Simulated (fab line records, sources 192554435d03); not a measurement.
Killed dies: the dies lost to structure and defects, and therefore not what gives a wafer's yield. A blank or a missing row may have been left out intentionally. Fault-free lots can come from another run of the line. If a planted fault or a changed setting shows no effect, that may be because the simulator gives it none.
Which tool was responsible? :: flow n5Finfet :: Sampling: 24 lots, 72 wafers, 5 of 1938 route steps

== WHAT THE GAUGES SHOWED, per wafer ==
N5_BEOL_M11_CD_MEAS_18: pitch 140 nm, target cd 70 nm. Usual: cdNm at 70.0 nm, with a standard deviation of 1.1.
lot: L074
measured: day 10 12:05
on: cdSem-02
cdNm (nm): 70.6 68.7 69.5
flag: 

lot: L075
measured: day 10 12:09
on: cdSem-03
cdNm (nm): 70.3 69.7 69.1
flag: 

lot: L076
measured: day 11 00:33
on: cdSem-02
cdNm (nm): 69.1 68.5 70.6
flag: 

lot: L078
measured: day 11 03:14
on: cdSem-01
cdNm (nm): 68.5 69.2 69.6
flag: 

lot: L077
measured: day 11 06:45
on: cdSem-03
cdNm (nm): 71.9 70.3 72.4
flag: 

lot: L079
measured: day 11 11:38
on: cdSem-03
cdNm (nm): 70.9 70.3 70.5
flag: 

lot: L080
measured: day 11 10:17
on: cdSem-01
cdNm (nm): 71.5 70.6 71.3
flag: 

lot: L081
measured: day 11 15:11
on: cdSem-03
cdNm (nm): 70.7 70.3 71.6
flag: 

lot: L083
measured: day 12 09:37
on: cdSem-03
cdNm (nm): 71.1 71.3 70.9
flag: 

lot: L082
measured: day 12 09:51
on: cdSem-01
cdNm (nm): 70.7 70.8 71.0
flag: 

lot: L084
measured: day 12 12:03
on: cdSem-03
cdNm (nm): 69.2 69.2 69.9
flag: 

lot: L085
measured: day 12 15:19
on: cdSem-02
cdNm (nm): 69.1 68.7 70.3
flag: 

lot: L086
measured: day 12 18:07
on: cdSem-03
cdNm (nm): 70.7 71.8 70.6
flag: 

lot: L087
measured: day 13 13:52
on: cdSem-03
cdNm (nm): 72.0 72.1 70.6
flag: 

lot: L089
measured: day 13 13:23
on: cdSem-02
cdNm (nm): 70.8 69.7 70.1
flag: 

lot: L088
measured: day 13 22:40
on: cdSem-03
cdNm (nm): 70.3 69.8 70.2
flag: 

lot: L091
measured: day 14 07:58
on: cdSem-03
cdNm (nm): 68.5 70.5 68.3
flag: 

lot: L090
measured: day 14 06:46
on: cdSem-02
cdNm (nm): 70.1 69.1 68.5
flag: 

lot: L093
measured: day 14 20:49
on: cdSem-02
cdNm (nm): 71.7 71.5 70.6
flag: 

lot: L092
measured: day 15 00:00
on: cdSem-01
cdNm (nm): 70.5 68.3 69.3
flag: 

lot: L095
measured: day 15 05:38
on: cdSem-01
cdNm (nm): 68.2 69.6 70.3
flag: 

lot: L094
measured: day 15 09:26
on: cdSem-03
cdNm (nm): 68.4 70.0 69.0
flag: 

lot: L096
measured: day 15 15:06
on: cdSem-01
cdNm (nm): 69.6 68.9 69.2
flag: 

lot: L097
measured: day 16 06:01
on: cdSem-02
cdNm (nm): 68.5 69.8 69.5
flag: 

N5_BEOL_M11_CD_MEAS_28 targets a cd of 70 nm. Usual: cdNm at 70.7 nm, with a standard deviation of 1.3.
lot: L074
measured: day 10 14:09
on: cdSem-03
cdNm (nm): 71.8 71.6 70.3
flag: 

lot: L075
measured: day 10 13:59
on: cdSem-03
cdNm (nm): 71.5 72.6 70.2
flag: 

lot: L076
measured: day 11 01:29
on: cdSem-01
cdNm (nm): 69.1 69.8 69.6
flag: 

lot: L078
measured: day 11 04:50
on: cdSem-02
cdNm (nm): 71.2 72.2 72.0
flag: 

lot: L077
measured: day 11 07:29
on: cdSem-01
cdNm (nm): 68.5 70.0 68.7
flag: 

lot: L079
measured: day 11 13:47
on: cdSem-01
cdNm (nm): 71.1 71.8 72.4
flag: 

lot: L080
measured: day 11 10:34
on: cdSem-01
cdNm (nm): 71.7 69.8 72.4
flag: 

lot: L081
measured: day 11 15:37
on: cdSem-03
cdNm (nm): 70.9 71.3 72.7
flag: 

lot: L083
measured: day 12 10:16
on: cdSem-03
cdNm (nm): 71.1 71.4 70.1
flag: 

lot: L082
measured: day 12 10:26
on: cdSem-03
cdNm (nm): 68.8 71.2 71.4
flag: 

lot: L084
measured: day 12 12:28
on: cdSem-02
cdNm (nm): 73.7 73.3 72.5
flag: 

lot: L085
measured: day 12 15:49
on: cdSem-01
cdNm (nm): 72.0 70.8 71.0
flag: 

lot: L086
measured: day 12 18:42
on: cdSem-02
cdNm (nm): 69.3 71.5 69.7
flag: 

lot: L087
measured: day 13 17:08
on: cdSem-01
cdNm (nm): 70.3 69.6 69.0
flag: 

lot: L089
measured: day 13 13:42
on: cdSem-02
cdNm (nm): 69.8 71.2 69.2
flag: 

lot: L088
measured: day 14 00:28
on: cdSem-01
cdNm (nm): 70.1 69.3 70.7
flag: 

lot: L091
measured: day 14 10:12
on: cdSem-03
cdNm (nm): 70.8 72.5 72.4
flag: 

lot: L090
measured: day 14 10:02
on: cdSem-02
cdNm (nm): 72.5 72.1 71.8
flag: 

lot: L093
measured: day 14 21:16
on: cdSem-03
cdNm (nm): 71.6 71.8 71.5
flag: 

lot: L092
measured: day 15 00:22
on: cdSem-02
cdNm (nm): 71.9 72.4 72.0
flag: 

lot: L095
measured: day 15 06:03
on: cdSem-01
cdNm (nm): 70.7 69.5 71.4
flag: 

lot: L094
measured: day 15 09:52
on: cdSem-01
cdNm (nm): 69.7 67.4 71.0
flag: 

lot: L096
measured: day 15 15:41
on: cdSem-03
cdNm (nm): 70.0 68.9 68.5
flag: 

lot: L097
measured: day 16 07:36
on: cdSem-01
cdNm (nm): 69.6 70.5 71.2
flag: 

== EACH LOT AND THE TOOL THAT RAN IT (in order: tool; ch and the chambers of the sampled wafers; start) ==
lot: L074
N5_BEOL_M10_STRIP_19: rieDiel-04 ch 1,2,3, day 10 02:45
N5_BEOL_M10_SPUTTER_48: pvdSputter-01, day 10 07:23
N5_BEOL_M11_HM_OPEN_17: rieMetal-02 ch 0,1, day 10 11:54

lot: L075
N5_BEOL_M10_STRIP_19: rieDiel-01 ch 0,2,3, day 10 02:53
N5_BEOL_M10_SPUTTER_48: pvdSputter-01, day 10 07:40
N5_BEOL_M11_HM_OPEN_17: rieMetal-03 ch 0,1, day 10 11:59

lot: L076
N5_BEOL_M10_STRIP_19: rieDiel-01 ch 0,2,3, day 10 16:11
N5_BEOL_M10_SPUTTER_48: pvdSputter-01, day 10 21:10
N5_BEOL_M11_HM_OPEN_17: rieMetal-03 ch 0,1, day 11 00:22

lot: L078
N5_BEOL_M10_STRIP_19: rieDiel-05 ch 0,2, day 10 16:26
N5_BEOL_M10_SPUTTER_48: pvdSputter-02, day 10 22:11
N5_BEOL_M11_HM_OPEN_17: rieMetal-02 ch 0,1, day 11 03:03

lot: L077
N5_BEOL_M10_STRIP_19: rieDiel-05 ch 2,3, day 10 23:56
N5_BEOL_M10_SPUTTER_48: pvdSputter-01, day 11 03:04
N5_BEOL_M11_HM_OPEN_17: rieMetal-03 ch 0,1, day 11 06:36

lot: L079
N5_BEOL_M10_STRIP_19: rieDiel-04 ch 1,3, day 11 03:14
N5_BEOL_M10_SPUTTER_48: pvdSputter-03, day 11 07:19
N5_BEOL_M11_HM_OPEN_17: rieMetal-03 ch 0,1, day 11 11:26

lot: L080
N5_BEOL_M10_STRIP_19: rieDiel-04 ch 1,3, day 11 03:22
N5_BEOL_M10_SPUTTER_48: pvdSputter-03, day 11 06:43
N5_BEOL_M11_HM_OPEN_17: rieMetal-01 ch 0,1, day 11 09:55

lot: L081
N5_BEOL_M10_STRIP_19: rieDiel-05 ch 0,1,2, day 11 07:12
N5_BEOL_M10_SPUTTER_48: pvdSputter-03, day 11 10:52
N5_BEOL_M11_HM_OPEN_17: rieMetal-01 ch 0,1, day 11 15:01

lot: L083
N5_BEOL_M10_STRIP_19: rieDiel-04 ch 0,2, day 12 02:56
N5_BEOL_M10_SPUTTER_48: pvdSputter-01, day 12 06:46
N5_BEOL_M11_HM_OPEN_17: rieMetal-02 ch 0,1, day 12 09:26

lot: L082
N5_BEOL_M10_STRIP_19: rieDiel-01 ch 0,2,3, day 12 03:04
N5_BEOL_M10_SPUTTER_48: pvdSputter-01, day 12 06:50
N5_BEOL_M11_HM_OPEN_17: rieMetal-02 ch 0,1, day 12 09:40

lot: L084
N5_BEOL_M10_STRIP_19: rieDiel-01 ch 0,2, day 12 03:20
N5_BEOL_M10_SPUTTER_48: pvdSputter-01, day 12 07:17
N5_BEOL_M11_HM_OPEN_17: rieMetal-01 ch 0,1, day 12 11:52

lot: L085
N5_BEOL_M10_STRIP_19: rieDiel-01 ch 2,3, day 12 09:38
N5_BEOL_M10_SPUTTER_48: pvdSputter-01, day 12 12:31
N5_BEOL_M11_HM_OPEN_17: rieMetal-02 ch 0,1, day 12 15:04

lot: L086
N5_BEOL_M10_STRIP_19: rieDiel-04 ch 0,3, day 12 09:46
N5_BEOL_M10_SPUTTER_48: pvdSputter-02, day 12 13:14
N5_BEOL_M11_HM_OPEN_17: rieMetal-01 ch 0,1, day 12 17:34

lot: L087
N5_BEOL_M10_STRIP_19: rieDiel-05 ch 0,2,3, day 13 04:10
N5_BEOL_M10_SPUTTER_48: pvdSputter-02, day 13 09:41
N5_BEOL_M11_HM_OPEN_17: rieMetal-03 ch 0,1, day 13 13:40

lot: L089
N5_BEOL_M10_STRIP_19: rieDiel-04 ch 1,2,3, day 13 04:26
N5_BEOL_M10_SPUTTER_48: pvdSputter-03, day 13 09:41
N5_BEOL_M11_HM_OPEN_17: rieMetal-03 ch 0,1, day 13 13:03

lot: L088
N5_BEOL_M10_STRIP_19: rieDiel-05 ch 0,1,3, day 13 14:31
N5_BEOL_M10_SPUTTER_48: pvdSputter-01, day 13 18:53
N5_BEOL_M11_HM_OPEN_17: rieMetal-01 ch 0,1, day 13 22:29

lot: L091
N5_BEOL_M10_STRIP_19: rieDiel-04 ch 0,1,3, day 13 23:04
N5_BEOL_M10_SPUTTER_48: pvdSputter-02, day 14 03:03
N5_BEOL_M11_HM_OPEN_17: rieMetal-03 ch 0,1, day 14 07:47

lot: L090
N5_BEOL_M10_STRIP_19: rieDiel-05 ch 0,3, day 13 23:31
N5_BEOL_M10_SPUTTER_48: pvdSputter-03, day 14 02:56
N5_BEOL_M11_HM_OPEN_17: rieMetal-02 ch 0,1, day 14 06:33

lot: L093
N5_BEOL_M10_STRIP_19: rieDiel-01 ch 0,3, day 14 11:30
N5_BEOL_M10_SPUTTER_48: pvdSputter-03, day 14 17:09
N5_BEOL_M11_HM_OPEN_17: rieMetal-03 ch 0,1, day 14 20:38

lot: L092
N5_BEOL_M10_STRIP_19: rieDiel-04 ch 0,1,2, day 14 15:41
N5_BEOL_M10_SPUTTER_48: pvdSputter-03, day 14 19:19
N5_BEOL_M11_HM_OPEN_17: rieMetal-02 ch 0,1, day 14 23:48

lot: L095
N5_BEOL_M10_STRIP_19: rieDiel-01 ch 2,3, day 14 22:46
N5_BEOL_M10_SPUTTER_48: pvdSputter-01, day 15 01:45
N5_BEOL_M11_HM_OPEN_17: rieMetal-02 ch 0,1, day 15 05:26

lot: L094
N5_BEOL_M10_STRIP_19: rieDiel-05 ch 0,2,3, day 15 03:03
N5_BEOL_M10_SPUTTER_48: pvdSputter-01, day 15 05:49
N5_BEOL_M11_HM_OPEN_17: rieMetal-03 ch 0,1, day 15 09:17

lot: L096
N5_BEOL_M10_STRIP_19: rieDiel-04 ch 0,3, day 15 09:04
N5_BEOL_M10_SPUTTER_48: pvdSputter-02, day 15 11:26
N5_BEOL_M11_HM_OPEN_17: rieMetal-02 ch 0,1, day 15 14:56

lot: L097
N5_BEOL_M10_STRIP_19: rieDiel-01 ch 0,1,3, day 15 21:37
N5_BEOL_M10_SPUTTER_48: pvdSputter-03, day 16 00:20
N5_BEOL_M11_HM_OPEN_17: rieMetal-01 ch 0, day 16 05:49
- N5_BEOL_M10_STRIP_19: strips in O2.
- N5_BEOL_M10_SPUTTER_48: material Cu, target thk 12 nm, time 2 s.
- N5_BEOL_M11_HM_OPEN_17: chemistry Cl2/BCl3, target TiN, target depth 20 nm, overetch 6 nm.

== WHAT THE TOOLS THEMSELVES READ (means of the sampled wafers that have a number; where no wafer has one, the mark that the record gives instead) ==
N5_BEOL_M10_STRIP_19. Usual: drypumpMotorCurrentA 5.7 A, standard deviation 0.49; oesProductAu 0.80 a.u., standard deviation 0.069; rfVppV 3.6 V, standard deviation 0.57; showerheadPlenumPTorr 2.07 Torr, standard deviation 0.047; throttleValvePct 16.70 %, standard deviation 0.21.
lot: L074
tool: rieDiel-04
drypumpMotorCurrentA (A): 5.6
oesProductAu (a.u.): 0.89
rfVppV (V): 3.4
showerheadPlenumPTorr (Torr): 2.09
throttleValvePct (%): 16.56
flag: 

lot: L075
tool: rieDiel-01
drypumpMotorCurrentA (A): 5.9
oesProductAu (a.u.): 0.77
rfVppV (V): 3.3
showerheadPlenumPTorr (Torr): 2.12
throttleValvePct (%): 16.71
flag: 

lot: L076
tool: rieDiel-01
drypumpMotorCurrentA (A): 5.9
oesProductAu (a.u.): 0.76
rfVppV (V): 3.8
showerheadPlenumPTorr (Torr): 2.12
throttleValvePct (%): 16.73
flag: 

lot: L078
tool: rieDiel-05
drypumpMotorCurrentA (A): 5.6
oesProductAu (a.u.): 0.79
rfVppV (V): 3.8
showerheadPlenumPTorr (Torr): 2.04
throttleValvePct (%): 16.71
flag: 

lot: L077
tool: rieDiel-05
drypumpMotorCurrentA (A): 6.1
oesProductAu (a.u.): 0.78
rfVppV (V): 4.0
showerheadPlenumPTorr (Torr): 2.05
throttleValvePct (%): 16.88
flag: 

lot: L079
tool: rieDiel-04
drypumpMotorCurrentA (A): 5.8
oesProductAu (a.u.): 0.87
rfVppV (V): 3.7
showerheadPlenumPTorr (Torr): 2.08
throttleValvePct (%): 16.53
flag: 

lot: L080
tool: rieDiel-04
drypumpMotorCurrentA (A): 5.6
oesProductAu (a.u.): 0.85
rfVppV (V): 3.8
showerheadPlenumPTorr (Torr): 2.11
throttleValvePct (%): 16.66
flag: 

lot: L081
tool: rieDiel-05
drypumpMotorCurrentA (A): 5.9
oesProductAu (a.u.): 0.79
rfVppV (V): 3.2
showerheadPlenumPTorr (Torr): 2.05
throttleValvePct (%): 16.80
flag: 

lot: L083
tool: rieDiel-04
drypumpMotorCurrentA (A): 5.6
oesProductAu (a.u.): 0.83
rfVppV (V): 3.9
showerheadPlenumPTorr (Torr): 2.04
throttleValvePct (%): 16.57
flag: 

lot: L082
tool: rieDiel-01
drypumpMotorCurrentA (A): 5.9
oesProductAu (a.u.): 0.74
rfVppV (V): 3.7
showerheadPlenumPTorr (Torr): 2.12
throttleValvePct (%): 16.75
flag: 

lot: L084
tool: rieDiel-01
drypumpMotorCurrentA (A): 5.6
oesProductAu (a.u.): 0.74
rfVppV (V): 3.4
showerheadPlenumPTorr (Torr): 2.14
throttleValvePct (%): 16.75
flag: 

lot: L085
tool: rieDiel-01
drypumpMotorCurrentA (A): 5.8
oesProductAu (a.u.): 0.76
rfVppV (V): 4.0
showerheadPlenumPTorr (Torr): 2.11
throttleValvePct (%): 16.74
flag: 

lot: L086
tool: rieDiel-04
drypumpMotorCurrentA (A): 5.9
oesProductAu (a.u.): 0.80
rfVppV (V): 3.2
showerheadPlenumPTorr (Torr): 2.01
throttleValvePct (%): 16.55
flag: 

lot: L087
tool: rieDiel-05
drypumpMotorCurrentA (A): 5.6
oesProductAu (a.u.): 0.80
rfVppV (V): 3.9
showerheadPlenumPTorr (Torr): 2.03
throttleValvePct (%): 16.74
flag: 

lot: L089
tool: rieDiel-04
drypumpMotorCurrentA (A): 5.6
oesProductAu (a.u.): 0.86
rfVppV (V): 4.3
showerheadPlenumPTorr (Torr): 2.08
throttleValvePct (%): 16.59
flag: 

lot: L088
tool: rieDiel-05
drypumpMotorCurrentA (A): 5.3
oesProductAu (a.u.): 0.83
rfVppV (V): 3.9
showerheadPlenumPTorr (Torr): 2.03
throttleValvePct (%): 16.65
flag: 

lot: L091
tool: rieDiel-04
drypumpMotorCurrentA (A): 5.8
oesProductAu (a.u.): 0.80
rfVppV (V): 3.4
showerheadPlenumPTorr (Torr): 2.05
throttleValvePct (%): 16.64
flag: 

lot: L090
tool: rieDiel-05
drypumpMotorCurrentA (A): 5.1
oesProductAu (a.u.): 0.83
rfVppV (V): 3.7
showerheadPlenumPTorr (Torr): 2.02
throttleValvePct (%): 16.55
flag: 

lot: L093
tool: rieDiel-01
drypumpMotorCurrentA (A): 6.2
oesProductAu (a.u.): 0.73
rfVppV (V): 3.1
showerheadPlenumPTorr (Torr): 2.09
throttleValvePct (%): 16.82
flag: 

lot: L092
tool: rieDiel-04
drypumpMotorCurrentA (A): 5.6
oesProductAu (a.u.): 0.80
rfVppV (V): 4.0
showerheadPlenumPTorr (Torr): 2.06
throttleValvePct (%): 16.69
flag: 

lot: L095
tool: rieDiel-01
drypumpMotorCurrentA (A): 5.7
oesProductAu (a.u.): 0.74
rfVppV (V): 3.8
showerheadPlenumPTorr (Torr): 2.10
throttleValvePct (%): 16.78
flag: 

lot: L094
tool: rieDiel-05
drypumpMotorCurrentA (A): 5.6
oesProductAu (a.u.): 0.78
rfVppV (V): 3.7
showerheadPlenumPTorr (Torr): 2.03
throttleValvePct (%): 16.76
flag: 

lot: L096
tool: rieDiel-04
drypumpMotorCurrentA (A): 5.9
oesProductAu (a.u.): 0.77
rfVppV (V): 4.2
showerheadPlenumPTorr (Torr): 2.00
throttleValvePct (%): 16.60
flag: 

lot: L097
tool: rieDiel-01
drypumpMotorCurrentA (A): 6.0
oesProductAu (a.u.): 0.79
rfVppV (V): 3.8
showerheadPlenumPTorr (Torr): 2.08
throttleValvePct (%): 16.87
flag: 

N5_BEOL_M10_SPUTTER_48. Usual: throttleValvePct at 29.7 %, with a standard deviation of 1.1.
lot: L074
tool: pvdSputter-01
throttleValvePct (%): 30.1
flag: 

lot: L075
tool: pvdSputter-01
throttleValvePct (%): 29.1
flag: 

lot: L076
tool: pvdSputter-01
throttleValvePct (%): 30.1
flag: 

lot: L078
tool: pvdSputter-02
throttleValvePct (%): 30.3
flag: 

lot: L077
tool: pvdSputter-01
throttleValvePct (%): 30.9
flag: 

lot: L079
tool: pvdSputter-03
throttleValvePct (%): 29.8
flag: 

lot: L080
tool: pvdSputter-03
throttleValvePct (%): 29.8
flag: 

lot: L081
tool: pvdSputter-03
throttleValvePct (%): 29.2
flag: 

lot: L083
tool: pvdSputter-01
throttleValvePct (%): 29.2
flag: 

lot: L082
tool: pvdSputter-01
throttleValvePct (%): 30.2
flag: 

lot: L084
tool: pvdSputter-01
throttleValvePct (%): 30.4
flag: 

lot: L085
tool: pvdSputter-01
throttleValvePct (%): 29.2
flag: 

lot: L086
tool: pvdSputter-02
throttleValvePct (%): 29.5
flag: 

lot: L087
tool: pvdSputter-02
throttleValvePct (%): 29.5
flag: 

lot: L089
tool: pvdSputter-03
throttleValvePct (%): 29.2
flag: 

lot: L088
tool: pvdSputter-01
throttleValvePct (%): 29.5
flag: 

lot: L091
tool: pvdSputter-02
throttleValvePct (%): 30.3
flag: 

lot: L090
tool: pvdSputter-03
throttleValvePct (%): 29.4
flag: 

lot: L093
tool: pvdSputter-03
throttleValvePct (%): 29.9
flag: 

lot: L092
tool: pvdSputter-03
throttleValvePct (%): 29.8
flag: 

lot: L095
tool: pvdSputter-01
throttleValvePct (%): 28.8
flag: 

lot: L094
tool: pvdSputter-01
throttleValvePct (%): 29.8
flag: 

lot: L096
tool: pvdSputter-02
throttleValvePct (%): 29.5
flag: 

lot: L097
tool: pvdSputter-03
throttleValvePct (%): 29.8
flag: 

N5_BEOL_M11_HM_OPEN_17. Usual: drypumpMotorCurrentA 5.86 A, standard deviation 0.24; heBacksideLeakSccm 3.4 sccm, standard deviation 0.34; oesProductAu 0.67 a.u., standard deviation 0.062; throttleValvePct 22.26 %, standard deviation 0.2.
lot: L074
tool: rieMetal-02
drypumpMotorCurrentA (A): 5.93
heBacksideLeakSccm (sccm): 3.3
oesProductAu (a.u.): 0.59
throttleValvePct (%): 22.34
flag: 

lot: L075
tool: rieMetal-03
drypumpMotorCurrentA (A): 5.64
heBacksideLeakSccm (sccm): 3.5
oesProductAu (a.u.): 0.69
throttleValvePct (%): 22.21
flag: 

lot: L076
tool: rieMetal-03
drypumpMotorCurrentA (A): 5.64
heBacksideLeakSccm (sccm): 3.5
oesProductAu (a.u.): 0.68
throttleValvePct (%): 22.22
flag: 

lot: L078
tool: rieMetal-02
drypumpMotorCurrentA (A): 5.79
heBacksideLeakSccm (sccm): 3.5
oesProductAu (a.u.): 0.55
throttleValvePct (%): 22.65
flag: 

lot: L077
tool: rieMetal-03
drypumpMotorCurrentA (A): 5.73
heBacksideLeakSccm (sccm): 3.5
oesProductAu (a.u.): 0.68
throttleValvePct (%): 22.23
flag: 

lot: L079
tool: rieMetal-03
drypumpMotorCurrentA (A): 5.72
heBacksideLeakSccm (sccm): 3.6
oesProductAu (a.u.): 0.68
throttleValvePct (%): 22.24
flag: 

lot: L080
tool: rieMetal-01
drypumpMotorCurrentA (A): 6.22
heBacksideLeakSccm (sccm): 3.3
oesProductAu (a.u.): 0.70
throttleValvePct (%): 22.24
flag: 

lot: L081
tool: rieMetal-01
drypumpMotorCurrentA (A): 6.20
heBacksideLeakSccm (sccm): 3.5
oesProductAu (a.u.): 0.69
throttleValvePct (%): 22.24
flag: 

lot: L083
tool: rieMetal-02
drypumpMotorCurrentA (A): 5.79
heBacksideLeakSccm (sccm): 3.3
oesProductAu (a.u.): 0.74
throttleValvePct (%): 22.33
flag: 

lot: L082
tool: rieMetal-02
drypumpMotorCurrentA (A): 5.91
heBacksideLeakSccm (sccm): 3.3
oesProductAu (a.u.): 0.68
throttleValvePct (%): 22.18
flag: 

lot: L084
tool: rieMetal-01
drypumpMotorCurrentA (A): 6.23
heBacksideLeakSccm (sccm): 3.4
oesProductAu (a.u.): 0.68
throttleValvePct (%): 22.25
flag: 

lot: L085
tool: rieMetal-02
drypumpMotorCurrentA (A): 5.80
heBacksideLeakSccm (sccm): 3.4
oesProductAu (a.u.): 0.75
throttleValvePct (%): 22.31
flag: 

lot: L086
tool: rieMetal-01
drypumpMotorCurrentA (A): 6.11
heBacksideLeakSccm (sccm): 3.3
oesProductAu (a.u.): 0.65
throttleValvePct (%): 22.19
flag: 

lot: L087
tool: rieMetal-03
drypumpMotorCurrentA (A): 5.62
heBacksideLeakSccm (sccm): 3.5
oesProductAu (a.u.): 0.66
throttleValvePct (%): 22.23
flag: 

lot: L089
tool: rieMetal-03
drypumpMotorCurrentA (A): 5.72
heBacksideLeakSccm (sccm): 3.5
oesProductAu (a.u.): 0.66
throttleValvePct (%): 22.25
flag: 

lot: L088
tool: rieMetal-01
drypumpMotorCurrentA (A): 6.21
heBacksideLeakSccm (sccm): 3.4
oesProductAu (a.u.): 0.67
throttleValvePct (%): 22.25
flag: 

lot: L091
tool: rieMetal-03
drypumpMotorCurrentA (A): 5.64
heBacksideLeakSccm (sccm): 3.7
oesProductAu (a.u.): 0.66
throttleValvePct (%): 22.24
flag: 

lot: L090
tool: rieMetal-02
drypumpMotorCurrentA (A): 5.77
heBacksideLeakSccm (sccm): 3.3
oesProductAu (a.u.): 0.71
throttleValvePct (%): 22.33
flag: 

lot: L093
tool: rieMetal-03
drypumpMotorCurrentA (A): 5.65
heBacksideLeakSccm (sccm): 3.5
oesProductAu (a.u.): 0.65
throttleValvePct (%): 22.26
flag: 

lot: L092
tool: rieMetal-02
drypumpMotorCurrentA (A): 5.90
heBacksideLeakSccm (sccm): 3.3
oesProductAu (a.u.): 0.65
throttleValvePct (%): 22.21
flag: 

lot: L095
tool: rieMetal-02
drypumpMotorCurrentA (A): 5.80
heBacksideLeakSccm (sccm): 3.4
oesProductAu (a.u.): 0.70
throttleValvePct (%): 22.33
flag: 

lot: L094
tool: rieMetal-03
drypumpMotorCurrentA (A): 5.64
heBacksideLeakSccm (sccm): 3.7
oesProductAu (a.u.): 0.65
throttleValvePct (%): 22.26
flag: 

lot: L096
tool: rieMetal-02
drypumpMotorCurrentA (A): 5.92
heBacksideLeakSccm (sccm): 3.3
oesProductAu (a.u.): 0.65
throttleValvePct (%): 22.21
flag: 

lot: L097
tool: rieMetal-01
drypumpMotorCurrentA (A): 6.30
heBacksideLeakSccm (sccm): 3.7
oesProductAu (a.u.): 0.68
throttleValvePct (%): 22.33
flag: 

== THE ANSWER, worked out from the rows above alone ==
Rule: lot off if the mean of its wafers having a number is beyond 3 standard deviations from the usual mean. A lot without any number at a reading at which 4 lots or more have one is off too. The other lots that the step has rows for count as sound. Order of review: gauges by route order, followed by the tools' own readings, for which a lot's mean as printed above is used. At the first step where some lot is off, the reading lying furthest off is the one used; lots without a number count as furthest.
Nothing can be told from this: no lot is off at any reading shown.

== WHAT WAS PUT IN BY THE SIMULATOR ==
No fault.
